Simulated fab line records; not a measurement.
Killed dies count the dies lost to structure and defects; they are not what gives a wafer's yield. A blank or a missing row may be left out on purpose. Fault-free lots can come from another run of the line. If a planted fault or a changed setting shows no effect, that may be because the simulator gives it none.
A struck lot beside a sound one || flow nand_harc || 14 steps out of a route of 1302
Sound: the wafers L601.2, L601.3, L601.6. Struck: wafers L588.1, L588.4, L588.6. The cause is named last.
At each step with rows: each side's tool, then ch and its chambers, then its first start. Under that, the readings that differ: sound wafers || struck wafers || difference of the means || sigmas: that difference in standard deviations of wafers without a fault.
alike: same words and numbers on both sides, and readings whose means sit less than 2 such deviations apart. not compared: any withheld reading, any reading some wafer has no value for, any bound like >300 that may hide the same value, and any number with overlapping values for which the record gives no deviation.
A row with sigmas, a row that says differs or no value, or rows on one side alone: a step with any of these is where the two part. Numbers that don't overlap but have no deviation are shown without sigmas and don't part them. Lack of a reading on every wafer of one side parts them only where that side has two or more wafers.

first, 1 step without rows for these wafers: NHARC_A_CHANNEL_FILL_D1_SRD_12.
NHARC_A_CHANNEL_FILL_D1_INSPECT_13:
  sound on defect_inspect-02, day 19 13:05; struck on defect_inspect-01, day 13 18:04
  alike: raw_defect_count
NHARC_A_DECK1_JOINT_ETCHBACK_07: etches the open film in HBr, target depth 105 nm, time 26.9 s.
  sound on rie_si-02 ch 0,1,3, day 19 13:09; struck on rie_si-06 ch 2,3, day 13 18:08
  alike: chamber_pressure_mTorr, drypump_motor_current_A, oes_product_au, throttle_valve_pct
  not compared: rf_hours_counter_h
then, 7 steps without rows for these wafers: NHARC_A_DECK1_JOINT_ETCH_25 (etches SiO2 in dHF, target depth 0.5 nm); NHARC_A_DECK1_JOINT_ETCH_19 (etches poly-Si in TMAH, target depth 3 nm); NHARC_A_DECK1_JOINT_ETCH_18 (etches SiO2 in dHF, target depth 3 nm); NHARC_A_DECK1_JOINT_WET_08 (chemistry H3PO4, time 86 s); NHARC_A_DECK1_JOINT_ETCH_09 (etches SiO2 in dHF, target depth 5 nm); NHARC_A_DECK1_JOINT_WET_10 (chemistry H3PO4, time 86 s); NHARC_A_DECK1_JOINT_ETCH_11 (etches SiO2 in dHF, target depth 35 nm).
NHARC_A_DECK1_JOINT_CVD_12: deposits poly-Si, target thk 90 nm, time 1800 s.
  sound on lpcvd_poly-04 ch 0, day 19 20:36; struck on lpcvd_poly-01 ch 0, day 14 05:10
{"reading": "zone_power_lower_pct (%)", "sound": "9.8 9.7 9.8", "struck": "8.9 8.6 8.8", "difference": -1.0, "sigmas": -2}
  alike: spike_tc_lower_C
NHARC_A_DECK1_JOINT_CMP_13: polishes, target thk 51.023 nm.
  sound on cmp-02 ch 0,3, day 19 23:28; struck on cmp-02 ch 2,3, day 14 08:27
{"reading": "edge_zone_pressure_frac", "sound": "0.997 1.005 1.002", "struck": "0.990 0.994 0.989", "difference": -0.010, "sigmas": -2}
{"reading": "time_to_endpoint_s (s)", "sound": "7.5 4.8 7.5", "struck": "16.0 14.7 17.6", "difference": "+9.5", "sigmas": "+4"}
  alike: motor_current_A, slurry_flow_ml_min
NHARC_A_DECK1_JOINT_THK_MEAS_14: measures by ellipsometry.
  sound on film_metro-02, day 19 23:42; struck on film_metro-02, day 14 08:40
  alike: thk_nm
-- jump in the record: it breaks off in module A_DECK1_JOINT and resumes in module END (first step shown: number 1302 of the route), and 13 days separate the struck wafers' starts before and after --
NHARC_END_SORT_01:
  here the record holds rows for the struck wafers (prober-02 ch 0, day 27 18:09) but none for the sound ones

## WHERE THEY PART
At NHARC_A_DECK1_JOINT_CVD_12 first; at NHARC_END_SORT_01 last (within this record only).

WHY: what the simulator had put in
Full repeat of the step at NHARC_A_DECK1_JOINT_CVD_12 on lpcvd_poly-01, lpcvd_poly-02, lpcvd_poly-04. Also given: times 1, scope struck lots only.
